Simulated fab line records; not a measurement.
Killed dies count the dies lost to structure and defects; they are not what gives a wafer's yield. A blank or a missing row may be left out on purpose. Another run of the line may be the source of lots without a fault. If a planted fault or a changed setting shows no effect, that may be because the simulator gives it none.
fab line records -- flow nandHarc
record: lots: 6, wafers: 18, lastDay: 32
route steps=1302 shown P_M0@264 END@1302
lots that met no fault: from a run of the same line without faults
startH: start of the lot's first displayed wafer, in hours after the record's first day -- waitH: hours since the lot's step before -- " the same as in the row above -- L1.1+2: one row covering several wafers at once -- - no value, or no start was given -- * or withheld: withheld -- < > ~ a bound
route shown NAME@n: names a module that has steps shown in the file, with the first one's number in the route -- usual: mean/standard deviation taken from wafers without a fault -- same: alike in all rows -- chamber/n: place in a boat -- sites: each site's reading -- _std_site: the values' standard deviation -- _edge_site: outer sites' mean less inner sites' -- radiusMm: how far each site lies from the wafer's centre -- mask NAME#n: copy n -- behind: the last tool/chamber to shape the wafer -- hold: why the lot went on hold/how many hours it stayed there/how the hold came to an end -- device: which transistor (n, p or np) failed to switch -- end of line: the tests these same wafers got at the end of their route -- step lacking rows: just its recipe -- killed: the dies lost at the first sort to structure and to defects; this is not the yield of the wafer -- map: per-die view of a wafer (x killed, . not killed, _ where there is no die)
set.NAME: the setting that was run; set.NAME@STEP: the one run at that earlier step -- model.NAME: the simulator's own value behind a step, which no gauge read
a table for each step, a row for each wafer; lots at some steps of the route
services: the hour from which a tool's chamber was out of use, counted from the record's first day as startH (under 0 if before that day), plus the number of hours and why
== steps ==
step: NHARC_P_M0_OVL_MEAS_10
recipe: pitchNm: 180
usual: overlayXNm: 0.0/0.6, overlayYNm: 0.1/0.78
lot.wafer,tool,chamber,startH,waitH,overlayXNm,overlayYNm
L729.2,overlay-01,-,125.72,-,-1.1,0.1
L729.4,overlay-01,-,125.72,-,-0.7,0.0
L729.6,overlay-01,-,125.72,-,-1.1,0.1
L732.1,overlay-01,-,158.00,-,0.0,0.2
L732.3,overlay-01,-,158.00,-,-0.3,0.3
L732.6,overlay-01,-,158.00,-,-0.4,-0.2
L733.1,overlay-01,-,160.98,-,0.5,1.2
L733.3,overlay-01,-,160.98,-,-0.4,0.9
L733.5,overlay-01,-,160.98,-,0.2,1.2
L735.1,overlay-02,-,190.23,-,0.3,1.2
L735.2,overlay-02,-,190.23,-,0.0,1.3
L735.3,overlay-02,-,190.23,-,0.9,0.8
L750.1,overlay-01,-,325.37,-,-0.3,-0.9
L750.3,overlay-01,-,325.37,-,-0.3,-0.9
L750.5,overlay-01,-,325.37,-,0.5,-0.7
L751.1,overlay-01,-,342.17,-,-0.1,1.2
L751.2,overlay-01,-,342.17,-,-0.1,1.3
L751.5,overlay-01,-,342.17,-,0.0,2.0
step: NHARC_P_M0_INSPECT_11
usual: rawDefectCount: 4.5/2.6
lot.wafer,tool,chamber,startH,waitH,rawDefectCount
L729.2,defectInspect-01,-,125.75,0.0,6
L729.4,defectInspect-01,-,125.75,0.0,5
L729.6,defectInspect-01,-,125.75,0.0,3
L732.1,defectInspect-01,-,158.04,0.0,11
L732.3,defectInspect-01,-,158.04,0.0,7
L732.6,defectInspect-01,-,158.04,0.0,4
L733.1,defectInspect-02,-,161.01,0.0,3
L733.3,defectInspect-02,-,161.01,0.0,8
L733.5,defectInspect-02,-,161.01,0.0,4
L735.1,defectInspect-02,-,190.26,0.0,4
L735.2,defectInspect-02,-,190.26,0.0,10
L735.3,defectInspect-02,-,190.26,0.0,2
L750.1,defectInspect-02,-,325.41,0.0,1
L750.3,defectInspect-02,-,325.41,0.0,3
L750.5,defectInspect-02,-,325.41,0.0,5
L751.1,defectInspect-02,-,342.21,0.0,3
L751.2,defectInspect-02,-,342.21,0.0,5
L751.5,defectInspect-02,-,342.21,0.0,8
step: NHARC_P_M0_DESCUM_14
recipe: timeS: 3, o2FlowSccm: 200, arFlowSccm: 0, biasPowerW: 0, chemistry: O2
usual: drypumpMotorCurrentA: 5.6/0.42, mfcArSccm: 0.010/0.012, oesProductAu: 1.002/0.0074, rfVppV: 57.5/0.82, showerheadPlenumPTorr: 1.90/0.073, throttleValvePct: 11.312/0.0087
lot.wafer,tool,chamber,startH,waitH,drypumpMotorCurrentA,mfcArSccm,oesProductAu,rfHoursCounterH,rfVppV,showerheadPlenumPTorr,throttleValvePct
L729.4,rieDiel-05,0,125.82,0.1,5.4,0.007,1.010,16,57.2,1.92,11.311
L729.2,rieDiel-05,2,125.82,0.1,5.1,0.008,1.008,18,55.9,1.88,11.314
L729.6,rieDiel-05,3,125.82,0.1,5.2,0,1.020,-,58.6,1.93,11.312
L732.3,rieDiel-03,0,158.10,0.1,5.3,0,0.992,5,56.3,1.78,11.305
L732.1,rieDiel-03,1,158.10,0.1,5.4,0.003,0.998,7,57.2,2.02,11.319
L732.6,rieDiel-03,1,158.10,0.1,5.4,0.003,0.991,-,57.0,2.02,11.329
L733.1,rieDiel-13,3,161.08,0.1,5.2,0.018,0.999,59,56.9,1.86,11.312
L733.3,rieDiel-13,1,161.08,0.1,5.3,0.040,1.001,48,58.0,2.06,11.307
L733.5,rieDiel-13,2,161.08,0.1,5.2,0,0.989,-,57.0,1.90,11.316
L735.1,rieDiel-03,3,190.97,0.7,5.9,0,1.010,14,58.2,1.86,11.312
L735.3,rieDiel-03,0,190.97,0.7,5.3,0,1.003,13,55.6,1.78,11.321
L735.2,rieDiel-03,1,190.97,0.7,5.4,0.003,1.008,14,56.9,2.02,11.310
L750.3,rieDiel-13,2,325.48,0.1,5.2,0,1.001,52,57.8,1.88,11.316
L750.1,rieDiel-13,3,325.48,0.1,5.2,0.018,1.002,58,58.0,1.84,11.325
L750.5,rieDiel-13,3,325.48,0.1,5.2,0.018,1.001,-,56.8,1.84,11.289
L751.2,rieDiel-03,1,342.29,0.1,5.4,0.003,0.990,6,58.9,2.01,11.313
L751.1,rieDiel-03,2,342.29,0.1,6.2,0.023,1.006,4,58.8,1.93,11.312
L751.5,rieDiel-03,3,342.29,0.1,5.9,0,1.001,-,56.3,1.85,11.300
step: NHARC_P_M0_ETCH_34
recipe: targetDepthA: 400, overetchA: 120, timeS: 43.94, ionEnergyEv: 200, n2FlowSccm: 150, h2FlowSccm: 150, arFlowSccm: 0, rfW: 400, biasW: 150, chemistry: N2/H2
step: NHARC_P_M0_ETCH_15
recipe: targetDepthA: 1500, overetchA: 150, timeS: 82.5, c4f8FlowSccm: withheld, arFlowSccm: 400, rfW: 600, biasW: 300, chemistry: C4F8/Ar
step: NHARC_P_M0_CD_MEAS_16
usual: cdNm: 89.9/0.69
lot.wafer,tool,chamber,startH,waitH,cdNm
L729.2,cdSem-02,-,126.12,-,88.8
L729.4,cdSem-02,-,126.12,-,88.6
L729.6,cdSem-02,-,126.12,-,88.7
L732.1,cdSem-01,-,158.40,-,90.9
L732.3,cdSem-01,-,158.40,-,91.8
L732.6,cdSem-01,-,158.40,-,90.4
L733.1,cdSem-02,-,161.37,-,90.1
L733.3,cdSem-02,-,161.37,-,90.3
L733.5,cdSem-02,-,161.37,-,89.3
L735.1,cdSem-01,-,191.27,-,88.6
L735.2,cdSem-01,-,191.27,-,89.3
L735.3,cdSem-01,-,191.27,-,89.7
L750.1,cdSem-01,-,325.81,-,90.4
L750.3,cdSem-01,-,325.81,-,90.1
L750.5,cdSem-01,-,325.81,-,90.8
L751.1,cdSem-01,-,342.57,-,89.9
L751.2,cdSem-01,-,342.57,-,88.6
L751.5,cdSem-01,-,342.57,-,90.6
step: NHARC_P_M0_STRIP_18
recipe: powerW: 1000, n2FlowSccm: 150, h2FlowSccm: 150, arFlowSccm: 0, biasW: 0, chemistry: N2/H2
usual: drypumpMotorCurrentA: 5.6/0.41, mfcArSccm: 0.009/0.012, n2FlowSccm: 150.0/0.4, oesProductAu: 1.000/0.008, rfVppV: 90.6/0.95, showerheadPlenumPTorr: 2.02/0.08, throttleValvePct: 14.172/0.009
same: biasW: 0
lot.wafer,tool,chamber,startH,waitH,drypumpMotorCurrentA,mfcArSccm,n2FlowSccm,oesProductAu,rfHoursCounterH,rfVppV,showerheadPlenumPTorr,throttleValvePct
L729.2,rieDiel-03,2,126.19,0.1,6.3,0.023,150.0,0.998,1,90.4,2.07,14.169
L729.4,rieDiel-03,1,126.19,0.1,5.4,0.003,150.6,1.000,2,90.4,2.16,14.173
L729.6,rieDiel-03,3,126.19,0.1,5.9,0,150.7,0.995,-,90.7,1.98,14.168
L732.3,rieDiel-03,2,158.47,0.1,6.2,0.023,149.8,0.995,7,92.1,2.07,14.166
L732.1,rieDiel-03,3,158.47,0.1,5.9,0,149.5,0.989,6,90.5,1.98,14.165
L732.6,rieDiel-03,2,158.47,0.1,6.2,0.023,150.6,0.991,-,89.5,2.07,14.185
L733.3,rieDiel-03,1,161.45,0.1,5.4,0.003,150.2,1.003,8,91.6,2.15,14.179
L733.1,rieDiel-03,3,161.45,0.1,5.9,0,149.7,0.990,7,90.5,1.98,14.174
L733.5,rieDiel-03,1,161.45,0.1,5.4,0.003,150.0,0.984,-,90.6,2.15,14.163
L735.1,rieDiel-03,3,191.35,0.1,5.9,0,150.1,0.993,14,91.4,1.98,14.182
L735.3,rieDiel-03,0,191.35,0.1,5.3,0,149.9,1.004,13,91.2,1.90,14.175
L735.2,rieDiel-03,1,191.35,0.1,5.4,0.003,149.4,1.002,14,92.3,2.15,14.174
L750.3,rieDiel-05,1,325.91,0.1,5.4,0,149.9,1.014,28,90.2,1.97,14.164
L750.1,rieDiel-05,3,325.91,0.1,5.2,0,150.3,1.003,28,91.1,2.04,14.160
L750.5,rieDiel-05,0,325.91,0.1,5.4,0.007,149.6,1.015,-,89.8,2.02,14.154
L751.2,rieDiel-03,3,342.67,0.1,5.9,0,149.7,1.003,6,89.8,1.97,14.165
L751.1,rieDiel-03,0,342.67,0.1,5.3,0,149.2,0.998,6,90.3,1.89,14.163
L751.5,rieDiel-03,2,342.67,0.1,6.3,0.023,149.8,0.992,-,90.7,2.06,14.158
step: NHARC_P_M0_STRIP_19
recipe: timeS: 600, tempC: 30, chemistry: postEtchResidueRemover
step: NHARC_P_M0_DEGAS_28
recipe: tempC: 250, timeS: 60
usual: heaterPowerW: 337/34
lot.wafer,tool,chamber,startH,waitH,heaterPowerW
L729.4,pvdSputter-02,-,126.74,-,358
L729.2,pvdSputter-02,-,126.74,-,375
L729.6,pvdSputter-02,-,126.74,-,317
L732.1,pvdSputter-03,-,159.03,-,350
L732.3,pvdSputter-03,-,159.03,-,310
L732.6,pvdSputter-03,-,159.03,-,337
L733.3,pvdSputter-01,-,162.00,-,340
L733.1,pvdSputter-01,-,162.00,-,322
L733.5,pvdSputter-01,-,162.00,-,340
L735.2,pvdSputter-02,-,191.90,-,377
L735.1,pvdSputter-02,-,191.90,-,318
L735.3,pvdSputter-02,-,191.90,-,353
L750.1,pvdSputter-03,-,326.43,-,351
L750.3,pvdSputter-03,-,326.43,-,329
L750.5,pvdSputter-03,-,326.43,-,303
L751.1,pvdSputter-02,-,343.19,-,364
L751.2,pvdSputter-02,-,343.19,-,310
L751.5,pvdSputter-02,-,343.19,-,365
step: NHARC_P_M0_PRE_CLEAN_29
recipe: timeS: 30, tempC: 280, gas: H2/He
step: NHARC_P_M0_PVD_20
recipe: targetThkA: 50, biasV: 168.6, powerW: 15000, chamberPressurePa: 0.12, timeS: 8.06, substrateTempC: 50, material: TaN
usual: throttleValvePct: 30.3/1.3
lot.wafer,tool,chamber,startH,waitH,throttleValvePct
L729.2,pvdSputter-02,-,-,-,31.4
L729.4,pvdSputter-02,-,-,-,29.6
L729.6,pvdSputter-02,-,-,-,31.4
L732.1,pvdSputter-03,-,-,-,29.9
L732.3,pvdSputter-03,-,-,-,28.4
L732.6,pvdSputter-03,-,-,-,30.6
L733.3,pvdSputter-01,-,-,-,29.6
L733.1,pvdSputter-01,-,-,-,32.9
L733.5,pvdSputter-01,-,-,-,29.5
L735.1,pvdSputter-02,-,-,-,29.7
L735.3,pvdSputter-02,-,-,-,31.6
L735.2,pvdSputter-02,-,-,-,31.1
L750.1,pvdSputter-03,-,-,-,30.3
L750.3,pvdSputter-03,-,-,-,28.7
L750.5,pvdSputter-03,-,-,-,28.3
L751.1,pvdSputter-02,-,-,-,29.7
L751.2,pvdSputter-02,-,-,-,31.2
L751.5,pvdSputter-02,-,-,-,30.1
step: NHARC_P_M0_PVD_21
recipe: targetThkA: 300, chamberPressurePa: 5, powerW: 5000, substrateTempC: 30, timeS: 20.49, material: Cu
step: NHARC_P_M0_ECD_22
recipe: targetThkA: 4000, bathTempC: 25, material: Cu
lot.wafer,tool,chamber,startH,waitH
L729.2+4+6,ecdCu-01,"1,0,0",127.09,-
L732.1+3+6,ecdCu-01,0,159.43,-
L733.1+3+5,ecdCu-02,"0,0,1",162.73,-
L735.2+1+3,ecdCu-01,"1,0,0",192.26,-
L750.1+3+5,ecdCu-02,"0,1,0",326.79,-
L751.1+2+5,ecdCu-02,"0,1,0",343.55,-
step: NHARC_P_M0_ANNEAL_30
recipe: tempC: 225, timeS: 90
usual: wafer_temp_C_max: 226.3/0.4
lot.wafer,tool,chamber,startH,waitH,wafer_temp_C_max
L729.2,rtpAnneal-01,0,127.52,-,226.7
L729.4,rtpAnneal-01,0,127.52,-,227.0
L729.6,rtpAnneal-01,0,127.52,-,226.1
L732.1,rtpAnneal-02,0,159.78,-,225.9
L732.3,rtpAnneal-02,0,159.78,-,226.3
L732.6,rtpAnneal-02,0,159.78,-,226.0
L733.1,rtpAnneal-02,0,163.06,0.3,225.8
L733.3,rtpAnneal-02,0,163.06,0.3,226.0
L733.5,rtpAnneal-02,0,163.06,0.3,225.9
L735.1,rtpAnneal-02,0,192.64,0.3,226.3
L735.2,rtpAnneal-02,0,192.64,0.3,226.3
L735.3,rtpAnneal-02,0,192.64,0.3,226.4
L750.1,rtpAnneal-01,0,327.17,-,226.9
L750.3,rtpAnneal-01,0,327.17,-,226.9
L750.5,rtpAnneal-01,0,327.17,-,226.8
L751.1,rtpAnneal-01,0,343.92,-,226.6
L751.2,rtpAnneal-01,0,343.92,-,226.0
L751.5,rtpAnneal-01,0,343.92,-,226.3
step: NHARC_P_M0_CMP_23
recipe: tOverpolishS: 20, targetThkNm: 117.54
usual: edgeZonePressureFrac: 1.001/0.0052, motorCurrentA: 12.5/0.99, timeToEndpointS: 28.1/2.5
same: tOverpolishS: 20
lot.wafer,tool,chamber,startH,waitH,edgeZonePressureFrac,motorCurrentA,timeToEndpointS
L729.4,cmp-03,2,127.81,-,0.994,12.1,26.2
L729.2,cmp-03,0,127.81,-,1.005,12.9,26.5
L729.6,cmp-03,2,127.81,-,1.001,12.2,27.5
L732.1,cmp-03,1,160.16,-,0.999,12.3,30.2
L732.3,cmp-03,2,160.16,-,0.994,12.1,30.4
L732.6,cmp-03,1,160.16,-,1.005,11.8,28.4
L733.1,cmp-02,1,163.40,-,0.999,13.4,31.1
L733.3,cmp-02,2,163.40,-,0.995,12.1,28.5
L733.5,cmp-02,1,163.40,-,1.001,12.8,29.1
L735.3,cmp-03,0,193.01,-,1.013,12.7,27.6
L735.2,cmp-03,1,193.01,-,0.993,11.9,31.7
L735.1,cmp-03,2,193.01,-,1.004,11.9,31.2
L750.1,cmp-01,0,327.55,-,1.008,14.0,28.0
L750.3,cmp-01,2,327.55,-,1.018,12.8,26.3
L750.5,cmp-01,0,327.55,-,1.004,12.9,40.3
L751.2,cmp-01,0,344.27,-,1.012,14.0,41.5
L751.1,cmp-01,2,344.27,-,1.000,13.3,27.9
L751.5,cmp-01,0,344.27,-,1.011,14.7,43.2
step: NHARC_P_M0_THK_MEAS_24
recipe: thkMeasGauge: xrf
usual: thkNm: 117.4/1.5
lot.wafer,tool,chamber,startH,waitH,thkNm
L729.2,filmMetro-02,-,128.12,-,114.8
L729.4,filmMetro-02,-,128.12,-,117.0
L729.6,filmMetro-02,-,128.12,-,116.1
L732.1,filmMetro-01,-,160.45,-,117.3
L732.3,filmMetro-01,-,160.45,-,116.2
L732.6,filmMetro-01,-,160.45,-,116.7
L733.1,filmMetro-01,-,163.72,-,119.6
L733.3,filmMetro-01,-,163.72,-,117.1
L733.5,filmMetro-01,-,163.72,-,119.3
L735.1,filmMetro-02,-,193.30,-,117.5
L735.2,filmMetro-02,-,193.30,-,115.8
L735.3,filmMetro-02,-,193.30,-,115.8
L750.1,filmMetro-02,-,327.83,-,117.1
L750.3,filmMetro-02,-,327.83,-,116.4
L750.5,filmMetro-02,-,327.83,-,118.2
L751.1,filmMetro-02,-,344.59,-,120.3
L751.2,filmMetro-02,-,344.59,-,117.4
L751.5,filmMetro-02,-,344.59,-,119.4
step: NHARC_END_SORT_01
recipe: tempC: 25
usual: defectLimitedYield: 91/3.4, killedAtArray: 57/24, killedAtOther: 0.7/0.94, killedAtPeriphery: 3.8/2.5, killedDies: 62/23, killedOpen: 3.1/1.8, killedShort: 2.5/1.6
same: grossDies: 677
lot.wafer,tool,chamber,startH,waitH,defectLimitedYield[%],killedAtArray,killedAtOther,killedAtPeriphery,killedDies,killedOpen,killedShort
L733.1,prober-02,0,603.49,2.5,88,77,2,4,83,4,4
L733.3,prober-02,0,605.05,3.1,86,84,3,8,95,5,1
L733.5,prober-02,0,606.61,3.6,88,76,1,3,80,5,0
L735.1,prober-01,0,627.33,2.5,84,100,0,6,106,3,3
L735.2,prober-01,0,628.14,2.8,82,118,0,5,123,0,2
L735.3,prober-01,0,628.94,3.1,84,106,0,2,108,0,3
killed by level:class
L733.1 A_SLIT:chamberFilmFlake=38 A_CHANNEL_HOLE_D2:chamberFilmFlake=29 A_CHANNEL_FILL_D2:geometricParticle:short=2 A_CHANNEL_FILL_D1:chamberFilmFlake=2 THIN_TSV:chamberFilmFlake=2 P_GATE:geometricParticle:short=1 P_M1:geometricParticle:short=1 P_M2:geometricParticle:open=1
L733.3 A_SLIT:chamberFilmFlake=37 A_CHANNEL_HOLE_D2:chamberFilmFlake=36 P_STI:chamberFilmFlake=3 P_GATE:chamberFilmFlake=3 A_CHANNEL_HOLE_D1:chamberFilmFlake=2 A_BONDPAD:chamberFilmFlake=2 THIN_TSV:chamberFilmFlake=2 P_M0:geometricParticle:open=1
L733.5 A_CHANNEL_HOLE_D2:chamberFilmFlake=36 A_SLIT:chamberFilmFlake=32 A_CHANNEL_FILL_D1:geometricParticle:open=3 A_STAIRCASE:chamberFilmFlake=3 P_ZERO_WELL:chamberFilmFlake=2 P_CONTACT:geometricParticle:open=1 A_WL_FILL:geometricParticle:open=1 A_CHANNEL_FILL_D1:chamberFilmFlake=1
L735.1 A_CHANNEL_HOLE_D1:chamberFilmFlake=36 A_CHANNEL_HOLE_D2:chamberFilmFlake=26 A_SLIT:chamberFilmFlake=25 A_BLC:chamberFilmFlake=6 P_CONTACT:chamberFilmFlake=2 P_STI:geometricParticle:short=1 P_CONTACT:geometricParticle:open=1 A_SOURCE_PLATE:geometricParticle:short=1
L735.2 A_CHANNEL_HOLE_D2:chamberFilmFlake=41 A_SLIT:chamberFilmFlake=36 A_CHANNEL_HOLE_D1:chamberFilmFlake=34 P_CONTACT:chamberFilmFlake=4 A_BLC:chamberFilmFlake=2 A_CHANNEL_FILL_D2:geometricParticle:short=1 A_WL_FILL:geometricParticle:short=1 P_ZERO_WELL:chamberFilmFlake=1
L735.3 A_CHANNEL_HOLE_D2:chamberFilmFlake=34 A_SLIT:chamberFilmFlake=32 A_CHANNEL_HOLE_D1:chamberFilmFlake=31 A_WL_FILL:geometricParticle:short=3 P_ZERO_WELL:chamberFilmFlake=1 P_CONTACT:chamberFilmFlake=1 A_DECK1_JOINT:chamberFilmFlake=1 A_STAIRCASE:chamberFilmFlake=1
== services ==
tool,chamber,startH,hours,kind
pvdSputter-01,-,104.00,3.3,repair
pvdSputter-02,-,104.02,10.0,pm
rieDiel-03,-,104.41,9.0,pm
rieDiel-03,0,127.01,3.0,repair
pvdSputter-02,-,139.26,1.1,repair
ecdCu-01,-,160.00,8.0,pm
pvdSputter-03,-,170.00,10.0,pm
cmp-03,-,172.45,4.0,pm
ecdCu-02,-,212.75,0.7,repair
ecdCu-02,-,244.27,8.0,pm
ecdCu-01,-,245.00,2.2,repair
cmp-03,-,249.12,6.3,repair
pvdSputter-03,-,253.72,1.8,repair
cmp-03,-,270.45,4.0,pm
ecdCu-02,-,271.00,0.5,repair
pvdSputter-03,-,279.48,3.6,repair
rieDiel-03,-,281.42,9.0,pm
pvdSputter-02,-,282.02,10.0,pm
pvdSputter-03,-,293.84,1.8,repair
rieDiel-03,2,308.46,2.3,repair
rieDiel-03,0,309.17,9.5,repair
cmp-03,-,309.67,2.8,repair
ecdCu-01,-,336.00,8.0,pm
ecdCu-02,-,336.66,3.4,repair
== key ==
firstSign: step: NHARC_P_M0_CMP_23, reading: timeToEndpointS, direction: up, sigmas: 5.6, usual: *, struck: *
effect none on later readings
metAt NHARC_P_M0_ECD_22
struckWafers L750.5,L751.2,L751.5
onsetBetween 162.73 326.79
fault: kind: processParameterDrift, tool: ecdCu-02, chamber: -, onsetH: 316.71, steps: NHARC_P_M0_ECD_22, channel: targetThkA, offset: *, shape: step, endH: 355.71, scope: struckWafersOnly, actsIn: *, stated: *
